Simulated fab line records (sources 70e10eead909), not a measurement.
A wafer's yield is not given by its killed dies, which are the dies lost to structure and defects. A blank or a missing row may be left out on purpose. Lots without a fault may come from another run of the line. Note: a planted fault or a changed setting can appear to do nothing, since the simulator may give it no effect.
8D (eight disciplines) problem report, filled in by code | flow nand harc | the parts of the form that need people (team, actions taken, sign-off) are left out

## 1. WHAT IS WRONG
Wafers without a fault read 0.96 a.u. with a standard deviation of 0.036, while oes product au at NHARC_A_CONTACT_ETCH_90 averages 0.78 a.u. across 2 wafers of 1 lot. Relative to the usual mean, that is a shift of -5.0 standard deviations.
The step: etches the open film in CH3F/O2, target depth 40 nm, time 85.7 s.
Seen first at day 26 01:24 on rie diel-08, wafer L813.3. The record has a number at this step for 36 wafers belonging to 12 lots. Rule for "out" (also "out of limits"): further than 4 standard deviations from the usual mean. All remaining wafers that have a number are taken as sound.

## 2. WHAT IT IS, AND WHAT IT ISN'T
question                    | is                | is not
which readings at this step | oes product au    | drypump motor current A, rf vpp V, showerhead plenum p Torr, throttle valve pct
which lots                  | L813              | L802, L804, L805, L807, L809, L818, L819, L821, L823, L824, L825
which wafers of those lots  | L813.3, L813.5    | L813.1
read on which tools         | rie diel-08       | rie diel-09
when                        | from day 26 01:24 | up to then (16 sound wafers); but 18 sound wafers of L818, L819, L821, L823, L824, L825 came after

## 3. WHAT RULES OUT EACH SUSPECT
Counting: a tool at a process step up to the reading stays a suspect if it ran every lot that is out. Sound lots after the first of them don't rule it out here, since some wafers of a struck lot are sound.
- rie diel-04 at NHARC_A_CONTACT_ETCH_51 (etches the open film in O2/COS, target depth 7000 nm, time 1820 s): kept. The lot that is out, L813, ran on it at day 25 22:43; the last sound lot it ran before that was L805, at day 22 07:23. NHARC_A_CONTACT_ETCH_51: start missing for some lots; hours and lot order therefore follow NHARC_A_CONTACT_ETCH_113.
- har cap etch-03 at NHARC_A_CONTACT_ETCH_113 (etches the open film in C4F8/O2/Ar, time 190 s, target depth 1850 nm): kept. The lot that is out, L813, ran on it at day 25 22:43; the last sound lot it ran before that was L809, at day 24 00:25.
- har cap etch-03 at NHARC_A_CONTACT_ETCH_122 (etches the open film in C4F8/O2/Ar, time 190 s, target depth 1850 nm): kept. The lot that is out, L813, ran on it at day 26 00:16; the last sound lot it ran before that was L809, at day 24 01:57.
- rie diel-08 at NHARC_A_CONTACT_ETCH_90 (etches the open film in CH3F/O2, target depth 40 nm, time 85.7 s): kept. The lot that is out, L813, ran on it at day 26 01:24; the last sound lot it ran before that was L809, at day 24 03:09. On those wafers its own readings are out: oes product au.
- Within rie diel-04 at NHARC_A_CONTACT_ETCH_51: the wafers that are out ran in chambers 0, 1; their sound lot-mates ran in chamber 2.
- At NHARC_A_CONTACT_ETCH_90 on rie diel-08, chamber 3 took the sound wafers of the same lots and chamber 2 took the wafers that are out.
Left after counting: rie diel-04 at NHARC_A_CONTACT_ETCH_51, har cap etch-03 at NHARC_A_CONTACT_ETCH_113, har cap etch-03 at NHARC_A_CONTACT_ETCH_122, rie diel-08 at NHARC_A_CONTACT_ETCH_90.

## 4. THE CAUSE (what the simulator had put in)
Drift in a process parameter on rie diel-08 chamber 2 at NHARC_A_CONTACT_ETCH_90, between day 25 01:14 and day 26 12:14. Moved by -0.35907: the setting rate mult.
Counting leaves 4 suspects; this tool is one of them.

## 5. THE EFFECT CHAIN, in route order
Rows list readings where the struck wafers' mean (over those with a number) sits beyond 3 standard deviations from the usual. Readings are gone through only where the record gives a usual standard deviation; hours: the median, over the lots, of the time from a lot's start at the first step in this table giving one to that lot's start at this step; sigmas: the change measured in usual standard deviations.
hours | step                    | reading        | usual     | on struck wafers | change | sigmas
0     | NHARC_A_CONTACT_ETCH_90 | oes product au | 0.96 a.u. | 0.78             | -0.18  | -5.0
Its process steps:
- NHARC_A_CONTACT_ETCH_90: etches the open film in CH3F/O2, target depth 40 nm, time 85.7 s.

## 6. HOW IT WOULD HAVE BEEN CAUGHT EARLIER
24 hours passed between the start of the fault at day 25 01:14 and the first reading out of limits in this record, taken at day 26 01:24.
